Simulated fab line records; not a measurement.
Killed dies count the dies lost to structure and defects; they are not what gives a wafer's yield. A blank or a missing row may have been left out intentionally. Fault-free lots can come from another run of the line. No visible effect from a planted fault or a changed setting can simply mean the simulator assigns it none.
Chamber matching    flow n5-finfet    N5_BEOL_M7_STRIP_36 on rie-diel-06 has 4 sister chambers
The step strips in N2/H2. 4 wafers are shown with their chamber, then 7 later ones without.

## EACH WAFER AND ITS CHAMBER
wafer   chamber  showerhead-plenum-p-Torr (Torr)
L086.1  3        2.64
L086.3  1        2.49
L089.2  0        2.39
L089.4  2        2.48

## WAFERS WITH NO CHAMBER GIVEN
wafer   showerhead-plenum-p-Torr (Torr)
L089.5  2.64
L092.1  2.64
L092.2  2.39
L092.3  2.47
L095.1  2.64
L095.3  2.47
L095.6  2.47

## CHAMBER TAKEN BY EACH
wafer   from the rows above      in truth
L089.5  3                        3
L092.1  3                        3
L092.2  0                        0
L092.3  can't be placed: 2 or 1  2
L095.1  3                        3
L095.3  can't be placed: 2 or 1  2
L095.6  can't be placed: 2 or 1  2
Placed correctly: 4 of 7. Unplaceable from these rows: 3, with the true chamber sitting among the candidates in 3. 0 placed wrongly.
How it was worked out, from the rows above alone: a wafer's distance from a chamber is the root of the sum, over the readings, of the square of ((its reading less the chamber's mean) divided by the reading's scatter). If the next closest chamber is less than 2 further off than the closest, the wafer can't be placed; otherwise it belongs to the closest. Each chamber's mean is taken over the wafers shown for it. The scatter (one wafer shown for each chamber): square how far every hidden wafer sits from the nearest shown wafer, average those squares and take the square root.
